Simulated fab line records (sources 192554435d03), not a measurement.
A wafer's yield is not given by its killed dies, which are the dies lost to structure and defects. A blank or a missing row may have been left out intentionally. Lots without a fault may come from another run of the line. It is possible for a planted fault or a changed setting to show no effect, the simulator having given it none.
fab line records	flow n5Finfet
[record] lots = 7	wafers = 39
route steps=1938 shown MIM_BOT_ETCH@1866
startH: hours from the record's first day to the start of the lot's first wafer shown	waitH: hours elapsed since this lot's preceding step	" unchanged from the row above	L1.1+2: several wafers, shown together as one row	- no value present, or no start provided	* or withheld: withheld	< > ~ a bound
route shown NAME@n: names a module that has steps shown in the file, with the first one's number in the route	usual: average and standard deviation across the fault-free wafers	same: alike in all rows	chamber/n: place in a boat	sites: the reading at each site	_std_site: standard deviation across them	_edge_site: the outer-site mean with the inner-site mean subtracted	radiusMm: how far each site lies from the wafer's centre	mask NAME#n: copy n	behind: tool/chamber where the wafer was last shaped	hold: cause of the lot's hold/its duration in hours/its outcome	device: the transistor (n, p or np) that didn't switch	end of line: at the end of the route, the tests of the same wafers	a step without rows: its recipe alone	killed: dies that structure and defects cost at the first sort, which is not the same as the wafer's yield	map: a wafer's dies, x killed, . not, _ none there
set.NAME: the setting that was run; set.NAME@STEP: the one run at that earlier step	model.NAME: the simulator's own value behind a step, which no gauge read
lots run with intentionally changed settings; tables by step, rows by wafer
[[steps]]
[step N5_MIM_BOT_ETCH_ETCH_04]
[recipe] chemistry = CF4/O2	target = SiNx	targetDepthA = 260	timeS = 13	ionEnergyEv = 100	pressureMtorr = 40	sourceW = 535	biasW = 49	Ar_flow_sccm = 100	cf4FlowSccm = 100	O2_flow_sccm = 10
lot.wafer	tool	chamber	startH	waitH	set.timeS	model.etch.depthNm	model.MIM_BOT_ETCH.cdOffsetNm
L075.1	rieDiel-01	0	291.80	0.0	8.351	16.18	0.4
L075.2	"	1	"	"	8.351	16.89	0.4
L075.3	"	3	"	"	8.351	16.78	0.6
L075.4	"	2	"	"	13	26.07	0
L075.5	"	3	"	"	13	26.1	0
L075.6	"	2	"	"	13	25.98	0
L081.1	rieDiel-05	3	322.13	0.0	13	24.95	0
L081.2	"	0	"	"	15.35	29.33	-0.2
L081.3	"	1	"	"	15.35	31.41	-0.2
L081.4	"	2	"	"	13	26.98	0
L081.5	"	0	"	"	13	24.87	0
L081.6	"	3	"	"	15.35	29.43	-0.2
L084.1	rieDiel-05	1	328.16	0.0	13	26.6	0
L084.2	"	3	"	"	6.246	12.06	0.6
L084.3	"	2	"	"	6.246	13.08	0.6
L084.4	"	0	"	"	6.246	12.02	0.6
L084.5	"	1	"	"	13	26.72	0
L084.6	"	0	"	"	13	25.05	0
L083.1	rieDiel-05	3	332.91	0.0	15.85	30.51	-0.2
L083.2	"	1	"	"	13	26.63	0
L083.3	"	0	"	"	15.85	30.57	-0.2
L083.4	"	2	"	"	13	27.47	0
L083.5	"	2	"	"	15.85	33.24	-0.4
L083.6	"	1	"	"	13	26.64	0
L086.1	rieDiel-03	2	348.08	0.0	20.47	39.56	-0.6
L086.2	"	3	"	"	20.47	42.35	-0.6
L086.3	"	0	"	"	13	26.56	0
L086.4	"	0	"	"	13	26.49	0
L086.5	"	3	"	"	20.47	42.63	-0.6
L086.6	"	2	"	"	13	25.3	0
L089.1	rieDiel-05	1	377.82	0.0	10.69	22.05	0.2
L089.2	"	2	"	"	13	27.28	0
L089.3	"	3	"	"	10.69	20.47	0.4
L089.4	"	0	"	"	13	24.85	0.2
L089.5	"	1	"	"	13	26.66	0
L089.6	"	0	"	"	10.69	20.35	0.4
L093.3	rieDiel-03	0	407.26	0.0	13	26.47	0
L093.5	"	2	"	"	13	25.01	0
L093.6	"	3	"	"	13	26.8	0
[[key]]
[split] step = N5_MIM_BOT_ETCH_ETCH_04	setting = timeS	stated = 13	by = wafer
[response] step = N5_MIM_BOT_ETCH_ETCH_04	reading = model.etch.depthNm	change = +0.263	per = 1%	r = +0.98
[response] step = N5_MIM_BOT_ETCH_ETCH_04	reading = model.MIM_BOT_ETCH.cdOffsetNm	change = -0.0115	per = 1%	r = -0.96
